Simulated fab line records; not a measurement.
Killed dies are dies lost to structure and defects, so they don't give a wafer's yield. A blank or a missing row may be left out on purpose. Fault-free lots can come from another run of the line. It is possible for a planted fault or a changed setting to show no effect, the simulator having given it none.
Matching of chambers / flow nand harc / NHARC_A_STAIRCASE_DESCUM_252 on rie diel-09 has 4 sister chambers
The step chemistry O2, time 3 s. 4 wafers are shown with their chamber, then 8 later ones without.

== WAFERS, EACH WITH ITS CHAMBER ==
wafer=L084.4; chamber=3; drypump motor current A (A)=4.8
wafer=L089.2; chamber=1; drypump motor current A (A)=5.5
wafer=L089.6; chamber=0; drypump motor current A (A)=5.8
wafer=L087.1; chamber=2; drypump motor current A (A)=5.6

== WAFERS WITHOUT THEIR CHAMBER ==
wafer=L087.3; drypump motor current A (A)=5.8
wafer=L087.4; drypump motor current A (A)=4.9
wafer=L093.1; drypump motor current A (A)=5.5
wafer=L093.5; drypump motor current A (A)=5.8
wafer=L093.6; drypump motor current A (A)=5.5
wafer=L095.1; drypump motor current A (A)=5.8
wafer=L095.3; drypump motor current A (A)=5.6
wafer=L095.5; drypump motor current A (A)=5.5

== EACH ONE'S CHAMBER ==
wafer=L087.3; from the rows above=0; in truth=0
wafer=L087.4; from the rows above=3; in truth=3
wafer=L093.1; from the rows above=1; in truth=1
wafer=L093.5; from the rows above=0; in truth=0
wafer=L093.6; from the rows above=1; in truth=1
wafer=L095.1; from the rows above=0; in truth=0
wafer=L095.3; from the rows above=2; in truth=2
wafer=L095.5; from the rows above=1; in truth=1
Correctly placed: 8 of 8. Number that these rows cannot place: 0. Wrongly placed: 0.
How it was worked out, from the rows above alone: a wafer's distance from a chamber is the root of the sum, over the readings, of the square of ((its reading less the chamber's mean) divided by the reading's scatter). If the next closest chamber is less than 2 further off than the closest, the wafer can't be placed; otherwise it belongs to the closest. Each chamber's mean is taken over the wafers shown for it. The scatter: with one shown wafer a chamber, the root of the mean of the squares of how far each hidden wafer lies from its nearest shown one.
